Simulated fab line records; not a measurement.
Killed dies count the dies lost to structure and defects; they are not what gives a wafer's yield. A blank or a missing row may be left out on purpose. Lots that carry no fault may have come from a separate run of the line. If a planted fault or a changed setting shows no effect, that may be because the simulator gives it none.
Struck lot and sound lot, side by side | flow nand harc | 13 steps out of a route of 1302
Sound: wafers L947.1, L947.4, L947.5. The struck wafers were L965.1, L965.2, L965.3. The cause is given at the end.
For every step that has rows: the tool of each side, followed by ch and its chambers, followed by its first start. Under that, the readings that differ: sound wafers | struck wafers | difference of the means | sigmas: that difference in standard deviations of wafers without a fault.
alike: a reading whose means differ by less than 2 such deviations, as well as words and numbers matching on both sides. not compared: withheld readings; readings where some wafer has no value; bounds like >300 that might hide an equal value; numbers whose values overlap and for which the record gives no deviation.
Wherever a step has rows on one side only, a row that says differs or no value, or a row with sigmas, the two part there. Numbers that have no deviation but don't overlap get no sigmas and don't part them. A reading that every wafer of one side lacks parts them only if that side has two wafers or more.

first, 1 step without rows for these wafers: NHARC_A_CONTACT_STRIP_27 (strips in post etch residue remover, time 600 s).
NHARC_A_CONTACT_ALD_18: deposits TiN, target thk 3 nm, pulse time 1 s, ald cycles 150.
  sound on ald metal-02 ch 0,3, day 23 20:10; struck on ald metal-03 ch 0,1,2, day 31 09:56
  alike: heater power w, precursor pulse height rel
NHARC_A_CONTACT_CVD_19: deposits W, target thk 300 nm, time 802 s.
  sound: cvd w-02 ch 1; struck: cvd w-02 ch 0
  reading                | sound          | struck         | difference | sigmas
  throttle valve pct (%) | 7.70 8.10 8.04 | 7.40 7.39 7.40 | -0.55      | -3
  alike: heater power w
NHARC_A_CONTACT_CMP_20: polishes, t overpolish 30 s, target thk 300 nm.
  sound on cmp-02 ch 0,1, day 23 21:14; struck on cmp-04 ch 1,2,3, day 31 11:45
  alike: motor current A, overpolish run s, time to endpoint s
  not compared: pad life wafers
after that, 1 step had no rows for these wafers: NHARC_A_CONTACT_SRD_22.
NHARC_A_CONTACT_INSPECT_23:
  sound: defect inspect-01 at day 23 21:38; struck: defect inspect-02 at day 31 12:09
  alike: raw defect count
then, 5 steps without rows for these wafers: NHARC_A_BLC_DEHYDRATE_00 (time 120 s); NHARC_A_BLC_HMDS_01 (time 30 s); NHARC_A_BLC_COAT_02 (time 75 s); NHARC_A_BLC_COAT_03 (time 65 s); NHARC_A_BLC_COAT_04 (resist thk 90 nm).
NHARC_A_BLC_SOFTBAKE_05: time 55 s.
  sound on litho track-06 ch 0, day 23 21:00; struck on litho track-06 ch 0, day 31 12:00
  reading                  | sound                | struck               | difference | sigmas
  heater power total W (W) | 188.40 188.40 188.38 | 183.25 183.20 183.30 | -5.14      | -37
after that, 1 step had no rows for these wafers: NHARC_A_BLC_EBR_06.

== WHERE THEY PART ==
First at NHARC_A_CONTACT_CVD_19; last, within this record, at NHARC_A_BLC_SOFTBAKE_05.

WHY: what had been put in by the simulator
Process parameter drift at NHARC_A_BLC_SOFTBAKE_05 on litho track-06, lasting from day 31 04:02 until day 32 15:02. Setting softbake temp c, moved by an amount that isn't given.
